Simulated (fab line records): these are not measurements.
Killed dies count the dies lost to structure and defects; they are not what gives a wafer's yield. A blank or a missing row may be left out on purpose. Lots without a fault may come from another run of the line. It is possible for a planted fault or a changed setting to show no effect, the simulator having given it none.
Problem report, 8D (eight disciplines) form, completed by code :: flow n5_finfet :: the parts of the form that need people (team, actions taken, sign-off) are left out

1. THE ISSUE
spin_speed_rpm at N5_BEOL_M10_COAT_59 reads a mean of 1705.3 rpm on 6 wafers of 2 lots; wafers without a fault read 1500.0 rpm with a standard deviation of 1. That is +99 or more standard deviations from the usual mean.
The step: time 60 s, resist thk 100 nm.
First seen on wafer L403.2, day 12 13:29, on litho_track-04. The record has a number at this step for 36 wafers belonging to 12 lots. The rule behind "out" and "out of limits": a value lying over 4 standard deviations away from the usual mean. Any other wafer with a number is counted as sound.

2. WHAT IT IS, WHAT IT ISN'T
question: which readings at this step
is: spin_speed_rpm
is not: plate_temp_C

question: which lots
is: L403, L406
is not: L394, L395, L398, L399, L402, L404, L405, L413, L414, L416

question: which wafers of those lots
is: all that have a number
is not: -

question: read on which tools
is: litho_track-04
is not: litho_track-01, litho_track-05

question: when
is: from day 12 13:29
is not: up to then (15 sound wafers); but 15 sound wafers of L404, L405, L413, L414, L416 came after

3. WHAT RULES OUT EACH SUSPECT
Counting: any tool at a process step up to the reading is kept as a suspect provided that every lot that is out went through it and no sound lot did after the first of them.
- ald_metal-01 at N5_BEOL_M9_ALD_74 (deposits TaN, target thk 2 nm, pulse time 2 s, purge time 3 s): ruled out as a lasting fault. Sound lots L416 ran on it after its first lot that is out, L403 (day 12 08:32).
- pecvd-04 at N5_BEOL_M9_DEP_56 (deposits SiCN from 3MS/NH3, target thk 15 nm, time 26.5 s): ruled out as a lasting fault. Sound lots L414 ran on it after its first lot that is out, L403 (day 12 10:10).
- litho_track-04 at N5_BEOL_M10_COAT_59 (time 60 s, resist thk 100 nm): kept. It processed each lot that is out, first L403 at day 12 13:29, and no sound lot thereafter; up to then, the last sound lot it processed was L402 at day 12 05:46. Its own readings are out on those wafers: spin_speed_rpm.
The count leaves litho_track-04 at N5_BEOL_M10_COAT_59.

4. THE CAUSE (what the simulator had put in)
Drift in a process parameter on litho_track-04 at N5_BEOL_M10_COAT_59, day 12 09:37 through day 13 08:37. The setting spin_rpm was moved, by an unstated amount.
Only this tool survived the counting.

5. SEQUENCE OF EFFECTS, ordered by route
Each row: a reading whose mean over the struck wafers that have a number lies more than 3 standard deviations from the usual. Scope: only readings with a usual standard deviation given in the record; hours: median across lots of the time from each lot's start at the first step in this table that gives one to its start at this step; sigmas: change in usual standard deviations.
hours: 0
step: N5_BEOL_M10_COAT_59
reading: spin_speed_rpm
usual: 1500.0 rpm
on struck wafers: 1705.3
change: +205.3
sigmas: +99 or more
The process steps in it:
- N5_BEOL_M10_COAT_59: time 60 s, resist thk 100 nm.

6. WHAT WOULD HAVE CAUGHT IT SOONER
In this record the first reading out of limits was taken at day 12 13:29, 4 hours after the fault began at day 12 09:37.
